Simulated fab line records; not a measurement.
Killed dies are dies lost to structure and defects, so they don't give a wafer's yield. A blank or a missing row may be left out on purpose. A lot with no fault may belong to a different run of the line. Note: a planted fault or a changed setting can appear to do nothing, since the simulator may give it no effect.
What tool caused it? / flow nand harc / 12 lots with 36 wafers sampled at 3 steps, on a route of 1159 steps

WHAT THE GAUGES READ, wafer by wafer
NHARC_A_SLIT_CD_MEAS_09: the cd target is 300 nm.
lot=L076; measured=day 14 11:46; on=cd sem-02; cd nm (nm)=300.5 299.8 300.2
lot=L078; measured=day 15 01:56; on=cd sem-03; cd nm (nm)=300.1 301.2 300.3
lot=L079; measured=day 15 06:24; on=cd sem-02; cd nm (nm)=299.6 299.1 299.5
lot=L080; measured=day 16 16:11; on=cd sem-01; cd nm (nm)=299.9 300.4 300.3
lot=L083; measured=day 16 22:40; on=cd sem-02; cd nm (nm)=300.8 300.4 299.7
lot=L086; measured=day 17 10:32; on=cd sem-03; cd nm (nm)=298.8 299.4 300.4
lot=L087; measured=day 17 11:42; on=cd sem-01; cd nm (nm)=300.1 299.4 299.6
lot=L089; measured=day 17 22:44; on=cd sem-01; cd nm (nm)=299.9 300.8 300.9
lot=L091; measured=day 18 08:05; on=cd sem-02; cd nm (nm)=300.8 300.8 301.6
lot=L095; measured=day 19 11:56; on=cd sem-03; cd nm (nm)=300.6 300.7 301.3
lot=L093; measured=day 19 23:37; on=cd sem-03; cd nm (nm)=300.8 300.8 300.4
lot=L097; measured=day 20 21:23; on=cd sem-03; cd nm (nm)=299.9 301.0 301.4

TOOL THAT RAN EACH LOT (tool first, then ch and the chambers of the sampled wafers, then the start)
lot=L076; NHARC_A_SLIT_DEP_00=acl dep-01 ch 0, day 14 09:02; NHARC_A_SLIT_DEP_23=pecvd-04 ch 0,1,2, day 14 11:03
lot=L078; NHARC_A_SLIT_DEP_00=acl dep-03 ch 0, day 14 23:15; NHARC_A_SLIT_DEP_23=pecvd-04 ch 0,1, day 15 01:17
lot=L079; NHARC_A_SLIT_DEP_00=acl dep-03 ch 0, day 15 04:02; NHARC_A_SLIT_DEP_23=pecvd-04 ch 0,1, day 15 05:43
lot=L080; NHARC_A_SLIT_DEP_00=acl dep-01 ch 0, day 16 13:31; NHARC_A_SLIT_DEP_23=pecvd-04 ch 0,2, day 16 15:34
lot=L083; NHARC_A_SLIT_DEP_00=acl dep-02 ch 0, day 16 20:01; NHARC_A_SLIT_DEP_23=pecvd-02 ch 0,2, day 16 21:59
lot=L086; NHARC_A_SLIT_DEP_00=acl dep-02 ch 0, day 17 08:08; NHARC_A_SLIT_DEP_23=pecvd-02 ch 1,2, day 17 09:59
lot=L087; NHARC_A_SLIT_DEP_00=acl dep-03 ch 0, day 17 08:59; NHARC_A_SLIT_DEP_23=pecvd-04 ch 0,1,2, day 17 11:01
lot=L089; NHARC_A_SLIT_DEP_00=acl dep-01 ch 0, day 17 20:12; NHARC_A_SLIT_DEP_23=pecvd-02 ch 1,2, day 17 22:11
lot=L091; NHARC_A_SLIT_DEP_00=acl dep-02 ch 0, day 18 06:13; NHARC_A_SLIT_DEP_23=pecvd-02 ch 1,2, day 18 07:35
lot=L095; NHARC_A_SLIT_DEP_00=acl dep-01 ch 0, day 19 09:22; NHARC_A_SLIT_DEP_23=pecvd-01 ch 0,1, day 19 11:22
lot=L093; NHARC_A_SLIT_DEP_00=acl dep-02 ch 0, day 19 22:02; NHARC_A_SLIT_DEP_23=pecvd-02 ch 0,1,2, day 19 23:08
lot=L097; NHARC_A_SLIT_DEP_00=acl dep-02 ch 0, day 20 18:42; NHARC_A_SLIT_DEP_23=pecvd-02 ch 1,2, day 20 20:44
- NHARC_A_SLIT_DEP_00: deposits aC, target thk 3200 nm.
- NHARC_A_SLIT_DEP_23: deposits SiON, target thk 100 nm.

THE ANSWER, worked out from the rows above alone
Rule: usual is defined by the lots themselves. Put in order of their means at a reading, lots are off if they are a third of the lots or fewer, leave a main group of 4 or more, and stand apart from it by a gap of 3 or more times the standard deviation of the main group's means; of several such gaps the widest counts. A main group whose means are all the same, to the digits that the tables above print for the reading, isn't used. Also off: a lot with no number at a reading for which 4 or more lots have one. All remaining lots with rows at the step are treated as sound.
No lot is off on any of the readings shown, so nothing can be concluded from this.

WHAT THE SIMULATOR PUT IN
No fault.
